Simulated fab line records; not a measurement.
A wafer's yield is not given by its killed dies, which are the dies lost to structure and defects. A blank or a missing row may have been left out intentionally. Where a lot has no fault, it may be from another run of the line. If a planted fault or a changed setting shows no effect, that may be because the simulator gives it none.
What tool caused it? ; flow nand harc ; 12 lots with 36 wafers sampled at 4 steps, on a route of 1302 steps

== WHAT THE GAUGES SHOWED, per wafer ==
Not one reading of a measure or inspect step in the record can be checked against a usual standard deviation.

== WHAT TOOL EACH LOT RAN ON (gives the tool, then ch and the chambers of the sampled wafers, and finally the start) ==
lot;NHARC_A_M1_ETCH_28;NHARC_A_M1_CMP_23;NHARC_A_M1_DEP_33;NHARC_A_BONDPAD_DEP_00
L635;rie diel-12 ch 0,3, day 23 19:31 or earlier;cmp-04 ch 0,2,3, day 23 19:31;pecvd-01 ch 0,1,2, day 23 20:10;pecvd-04 ch 0,1,2, day 23 20:44
L638;rie diel-05 ch 0,1, day 24 02:10 or earlier;cmp-04 ch 1,3, day 24 02:10;pecvd-04 ch 0,2, day 24 02:52;pecvd-04 ch 0,2, no start
L637;rie diel-12 ch 0,2, day 24 10:31 or earlier;cmp-03 ch 0,1, day 24 10:31;pecvd-02 ch 0,2, day 24 11:11;pecvd-03 ch 0,1,2, day 24 11:41
L639;rie diel-08 ch 2,3, day 24 10:55 or earlier;cmp-04 ch 1,2,3, day 24 10:55;pecvd-02 ch 0,1,2, day 24 11:35;pecvd-03 ch 0,1, day 24 12:06
L643;rie diel-12 ch 0,1,3, day 26 05:09 or earlier;cmp-02 ch 0,2, day 26 05:09;pecvd-02 ch 0,1, day 26 05:47;pecvd-03 ch 0,2, day 26 06:30
L646;rie diel-05 ch 0,2,3, day 27 11:44 or earlier;cmp-04 ch 1,3, day 27 11:44;pecvd-01 ch 0,1,2, day 27 12:20;pecvd-03 ch 0,1,2, day 27 12:53
L647;rie diel-05 ch 2,3, day 27 12:41 or earlier;cmp-03 ch 0,3, day 27 12:41;pecvd-01 ch 0,1,2, day 27 13:18;pecvd-02 ch 0,1,2, day 27 13:54
L650;rie diel-12 ch 1,3, day 28 12:43 or earlier;cmp-02 ch 0,2,3, day 28 12:43;pecvd-01 ch 0,2, day 28 13:20;pecvd-02 ch 0,1,2, day 28 13:56
L649;rie diel-12 ch 0,2,3, day 28 13:49 or earlier;cmp-04 ch 1,2,3, day 28 13:49;pecvd-04 ch 0,2, day 28 14:25;pecvd-03 ch 0,1,2, day 28 15:01
L653;rie diel-08 ch 0,2, day 29 21:45 or earlier;cmp-03 ch 0,2,3, day 29 21:45;pecvd-01 ch 0,2, day 29 22:23;pecvd-03 ch 0,1, day 29 22:55
L654;rie diel-05 ch 0,2,3, day 30 22:49 or earlier;cmp-02 ch 0,1,3, day 30 22:49;pecvd-01 ch 0,2, day 30 23:28;pecvd-03 ch 1,2, day 30 23:59
L656;rie diel-05 ch 1,2,3, day 32 05:50 or earlier;cmp-04 ch 0,1,3, day 32 05:50;pecvd-04 ch 0,2, day 32 06:27;pecvd-02 ch 0,2, day 32 07:00
- NHARC_A_M1_ETCH_28: etches the open film in CF4/N2, target depth 30 nm, time 72.99 s.
- NHARC_A_M1_CMP_23: polishes, t overpolish 20 s, target thk 154.34 nm.
- NHARC_A_M1_DEP_33: deposits SiCN, target thk 30 nm.
- NHARC_A_BONDPAD_DEP_00: deposits SiCN, target thk 250 nm.

== AS READ BY THE TOOLS THEMSELVES (means over the sampled wafers that have a number; for cases with no such wafer, the mark the record gives instead) ==
NHARC_A_M1_ETCH_28.
lot;tool;drypump motor current A (A);n2 flow sccm (sccm);oes product au (a.u.);rf vpp V (V);showerhead plenum p Torr (Torr);throttle valve pct (%)
L635;rie diel-12;6.0;99.9;0.988;314.7;2.66;19.803
L638;rie diel-05;5.7;100.0;0.996;313.5;2.62;19.792
L637;rie diel-12;6.5;100.4;1.002;316.2;2.76;19.792
L639;rie diel-08;6.2;99.9;0.995;314.0;2.62;19.798
L643;rie diel-12;6.0;100.1;0.990;313.9;2.63;19.786
L646;rie diel-05;5.5;100.0;1.000;312.9;2.59;19.797
L647;rie diel-05;5.9;100.5;1.013;313.5;2.57;19.795
L650;rie diel-12;5.8;100.0;0.984;313.0;2.56;19.797
L649;rie diel-12;6.2;100.3;1.002;315.7;2.71;19.788
L653;rie diel-08;6.0;100.0;0.998;313.7;2.57;19.792
L654;rie diel-05;5.5;99.8;1.004;314.0;2.59;19.799
L656;rie diel-05;5.9;100.3;1.001;313.4;2.61;19.793

NHARC_A_M1_CMP_23.
lot;tool;motor current A (A);time to endpoint s (s)
L635;cmp-04;11.8;31
L638;cmp-04;13.2;25
L637;cmp-03;14.1;27
L639;cmp-04;13.2;26
L643;cmp-02;13.6;24
L646;cmp-04;13.2;27
L647;cmp-03;12.4;29
L650;cmp-02;13.8;30
L649;cmp-04;12.7;27
L653;cmp-03;12.5;29
L654;cmp-02;12.8;31
L656;cmp-04;12.3;29

NHARC_A_M1_DEP_33.
lot;tool;chamber pressure Torr (Torr);heater power outer w (W);heater power w (W)
L635;pecvd-01;3.003;385;674
L638;pecvd-04;3.002;356;581
L637;pecvd-02;2.998;345;597
L639;pecvd-02;2.999;370;621
L643;pecvd-02;2.989;324;577
L646;pecvd-01;2.998;355;615
L647;pecvd-01;-;-;-
L650;pecvd-01;-;-;-
L649;pecvd-04;3.004;361;558
L653;pecvd-01;3.005;397;669
L654;pecvd-01;3.003;369;631
L656;pecvd-04;2.996;382;635

NHARC_A_BONDPAD_DEP_00.
lot;tool;chamber pressure Torr (Torr);heater power outer w (W);heater power w (W)
L635;pecvd-04;2.997;365;604
L638;pecvd-04;2.992;414;661
L637;pecvd-03;3.003;305;557
L639;pecvd-03;3.004;259;502
L643;pecvd-03;3.000;311;572
L646;pecvd-03;2.999;265;512
L647;pecvd-02;2.997;360;603
L650;pecvd-02;2.994;348;581
L649;pecvd-03;3.003;287;527
L653;pecvd-03;3.006;236;469
L654;pecvd-03;2.999;315;573
L656;pecvd-02;3.000;365;608

== THE ANSWER, worked out from the rows above alone ==
Rule: the usual values come from the lots themselves. The widest of any qualifying gaps counts: lots, ordered by their means at a reading, are off when they make up no more than a third of the lots, leave a main group of 4 or more, and stand apart from it by 3 or more times the standard deviation of that group's means. The tables above print the reading to a certain number of digits; a main group whose means all agree to those digits is not used. Also off: a lot with no number at a reading for which 4 or more lots have one. The other lots that the step has rows for count as sound. After the gauges, taken in route order, come the tools' own readings; for these a lot's mean is taken, as printed above. At the first step where some lot is off, the reading lying furthest off is the one used; lots without a number count as furthest.
Off: L647, L650, at NHARC_A_M1_DEP_33 (chamber pressure Torr). Without a number there: L647, L650. Mean 3.000 Torr and standard deviation 0.0046 in the main group.
If a tool, at that step or one of the process steps before it, ran each lot that is off and ran no sound lot following the first of them, it fits. NHARC_A_M1_ETCH_28: start missing for some lots; hours and lot order therefore follow NHARC_A_M1_CMP_23. No candidate that was tried fits.

== WHAT HAD BEEN PUT IN BY THE SIMULATOR ==
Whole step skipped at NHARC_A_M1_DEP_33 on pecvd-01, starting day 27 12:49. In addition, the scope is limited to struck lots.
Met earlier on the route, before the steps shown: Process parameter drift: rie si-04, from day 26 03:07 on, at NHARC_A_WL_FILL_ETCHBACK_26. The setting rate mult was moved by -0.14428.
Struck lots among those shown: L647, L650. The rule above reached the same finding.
